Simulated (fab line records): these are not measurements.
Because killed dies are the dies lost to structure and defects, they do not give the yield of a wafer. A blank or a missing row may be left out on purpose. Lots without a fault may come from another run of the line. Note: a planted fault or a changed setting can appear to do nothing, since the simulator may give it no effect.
Split-lot trial || flow n5 finfet || route with 1938 steps; 7 lots, 21 wafers read

SPLIT DETAILS
At N5_BEOL_M3_TRENCH_ETCH_37 (etches SiOC in C4F6/O2, target depth 55.555 nm, time 29.2 s), the setting bias w was moved away from the recipe's 185 W on 6 of the 21 wafers read, by -17.5% to +9.6%. The other wafers ran this setting at the recipe's value.

FROM THE SPLIT TO THE READING: what the file shows between them, 2 steps
- N5_BEOL_M3_ETCH_41: etches SiCN in CH3F/O2, target depth 29.9 nm, time 52.5 s (also split here: target depth a)
- N5_BEOL_M3_STRIP_97: strips in N2/H2, time 10 s

THE READING
trench depth nm, in nm, at N5_BEOL_M3_OCD_MEAS_38. On this fab line, fault-free wafers typically give 55.3 nm with a standard deviation of 0.61 nm.

{"wafer": "L081.1", "tool, chamber at the split": "rie diel-02, 3", "bias w as run, W": 185, "against the recipe": "recipe", "trench depth nm, nm": 55.3, "against lot-mates on the recipe": "-"}
{"wafer": "L081.2", "tool, chamber at the split": "rie diel-02, 1", "bias w as run, W": 152.7, "against the recipe": "-17.5%", "trench depth nm, nm": 52.3, "against lot-mates on the recipe": -2.8}
{"wafer": "L081.6", "tool, chamber at the split": "rie diel-02, 3", "bias w as run, W": 185, "against the recipe": "recipe", "trench depth nm, nm": 54.9, "against lot-mates on the recipe": "-"}
{"wafer": "L083.1", "tool, chamber at the split": "rie diel-06, 2", "bias w as run, W": 185, "against the recipe": "recipe", "trench depth nm, nm": 54.5, "against lot-mates on the recipe": "-"}
{"wafer": "L083.2", "tool, chamber at the split": "rie diel-06, 1", "bias w as run, W": 185, "against the recipe": "recipe", "trench depth nm, nm": 54.9, "against lot-mates on the recipe": "-"}
{"wafer": "L083.4", "tool, chamber at the split": "rie diel-06, 0", "bias w as run, W": 185, "against the recipe": "recipe", "trench depth nm, nm": 54.4, "against lot-mates on the recipe": "-"}
{"wafer": "L088.1", "tool, chamber at the split": "rie diel-01, 1", "bias w as run, W": 200.1, "against the recipe": "+8.2%", "trench depth nm, nm": 56.3, "against lot-mates on the recipe": "+1.2"}
{"wafer": "L088.5", "tool, chamber at the split": "rie diel-01, 1", "bias w as run, W": 185, "against the recipe": "recipe", "trench depth nm, nm": 55.1, "against lot-mates on the recipe": "-"}
{"wafer": "L088.6", "tool, chamber at the split": "rie diel-01, 0", "bias w as run, W": 200.1, "against the recipe": "+8.2%", "trench depth nm, nm": 56.7, "against lot-mates on the recipe": "+1.6"}
{"wafer": "L090.2", "tool, chamber at the split": "rie diel-02, 3", "bias w as run, W": 185, "against the recipe": "recipe", "trench depth nm, nm": 55.0, "against lot-mates on the recipe": "-"}
{"wafer": "L090.3", "tool, chamber at the split": "rie diel-02, 2", "bias w as run, W": 157.3, "against the recipe": "-15.0%", "trench depth nm, nm": 51.8, "against lot-mates on the recipe": -3.7}
{"wafer": "L090.4", "tool, chamber at the split": "rie diel-02, 0", "bias w as run, W": 185, "against the recipe": "recipe", "trench depth nm, nm": 55.9, "against lot-mates on the recipe": "-"}
{"wafer": "L091.2", "tool, chamber at the split": "rie diel-06, 1", "bias w as run, W": 185, "against the recipe": "recipe", "trench depth nm, nm": 55.7, "against lot-mates on the recipe": "-"}
{"wafer": "L091.3", "tool, chamber at the split": "rie diel-06, 0", "bias w as run, W": 185, "against the recipe": "recipe", "trench depth nm, nm": 54.5, "against lot-mates on the recipe": "-"}
{"wafer": "L091.5", "tool, chamber at the split": "rie diel-06, 2", "bias w as run, W": 202.8, "against the recipe": "+9.6%", "trench depth nm, nm": 56.7, "against lot-mates on the recipe": "+1.6"}
{"wafer": "L093.2", "tool, chamber at the split": "rie diel-06, 2", "bias w as run, W": 185, "against the recipe": "recipe", "trench depth nm, nm": 55.7, "against lot-mates on the recipe": "-"}
{"wafer": "L093.3", "tool, chamber at the split": "rie diel-06, 1", "bias w as run, W": 202.6, "against the recipe": "+9.5%", "trench depth nm, nm": 56.6, "against lot-mates on the recipe": "+1.1"}
{"wafer": "L093.4", "tool, chamber at the split": "rie diel-06, 2", "bias w as run, W": 185, "against the recipe": "recipe", "trench depth nm, nm": 55.2, "against lot-mates on the recipe": "-"}
{"wafer": "L092.3", "tool, chamber at the split": "rie diel-01, 3", "bias w as run, W": 185, "against the recipe": "recipe", "trench depth nm, nm": 56.4, "against lot-mates on the recipe": "-"}
{"wafer": "L092.4", "tool, chamber at the split": "rie diel-01, 2", "bias w as run, W": 185, "against the recipe": "recipe", "trench depth nm, nm": 55.2, "against lot-mates on the recipe": "-"}
{"wafer": "L092.6", "tool, chamber at the split": "rie diel-01, 2", "bias w as run, W": 185, "against the recipe": "recipe", "trench depth nm, nm": 54.6, "against lot-mates on the recipe": "-"}

THE FIT
A straight line over all 21 wafers: trench depth nm changes by +0.178 nm for each +1% of bias w; r = +0.91; the points scatter about the line by 0.53 nm.
The same after taking each lot's own level away (the mean of its wafers on the recipe; 21 wafers): +0.181 nm for each +1%; r = +0.93; scatter 0.49 nm.
On that fit, the largest move of bias w shifts the reading by 3.2 nm.
The span of the lots' own levels, 54.60 to 55.45 nm, comes to 1.4 times the standard deviation stated above.
The two slopes agree, so the slope changes little with the lot-to-lot level.
Check: -3.53 nm against its lot-mates is what the line predicts for one of the wafers moved furthest among these (-17.5%) when that wafer is left out of the fit. It came out at -2.8 nm against them.
Tool readings at the split's step, against how far the setting was moved: rf vpp V r = +0.96.

ADDITIONAL SPLITS CARRIED BY THESE WAFERS
Other splits were also applied to these wafers ahead of the reading. Each is held against what the fit with the lots' levels taken away leaves over:
{"other split on the same wafers": "N5_BEOL_M0_CUTY_DESCUM_61 time s", "wafers away from the commonest value": 11, "r with trench depth nm (lot level and that fit taken away)": -0.02}
{"other split on the same wafers": "N5_BEOL_M1_TRENCH_ETCH_37 source w", "wafers away from the commonest value": 4, "r with trench depth nm (lot level and that fit taken away)": "+0.04"}
{"other split on the same wafers": "N5_BEOL_M2_COAT_05 spin rpm", "wafers away from the commonest value": 6, "r with trench depth nm (lot level and that fit taken away)": -0.04}
{"other split on the same wafers": "N5_BEOL_M3_ILD_DEP_00 time s", "wafers away from the commonest value": 7, "r with trench depth nm (lot level and that fit taken away)": -0.04}
{"other split on the same wafers": "N5_BEOL_M3_ETCH_41 target depth a", "wafers away from the commonest value": 8, "r with trench depth nm (lot level and that fit taken away)": -0.35}

THE WHOLE CHAIN: every reading that the file lists as answering this split, in the file's order
{"step": "N5_BEOL_M3_TRENCH_ETCH_37", "what it does": "etches SiOC in C4F6/O2, target depth 55.555 nm, time 29.2 s", "reading": "rf vpp V", "change (the file's fit)": "+5.46 V for each +1% of the setting", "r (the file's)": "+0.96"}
{"step": "N5_BEOL_M3_TRENCH_ETCH_37", "what it does": "etches SiOC in C4F6/O2, target depth 55.555 nm, time 29.2 s", "reading": "etch.depth nm (the simulator's own value, which no gauge read)", "change (the file's fit)": "+0.19 nm for each +1% of the setting", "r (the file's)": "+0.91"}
{"step": "N5_BEOL_M3_TRENCH_ETCH_37", "what it does": "etches SiOC in C4F6/O2, target depth 55.555 nm, time 29.2 s", "reading": "BEOL_M3.feature depth nm (the simulator's own value, which no gauge read)", "change (the file's fit)": "+0.187 nm for each +1% of the setting", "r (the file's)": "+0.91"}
{"step": "N5_BEOL_M3_OCD_MEAS_38", "what it does": "", "reading": "trench depth nm", "change (the file's fit)": "+0.182 nm for each +1% of the setting", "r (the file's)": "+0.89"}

FILE'S OWN FIT
trench depth nm changes by +0.182 nm for each +1% of bias w, r = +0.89.
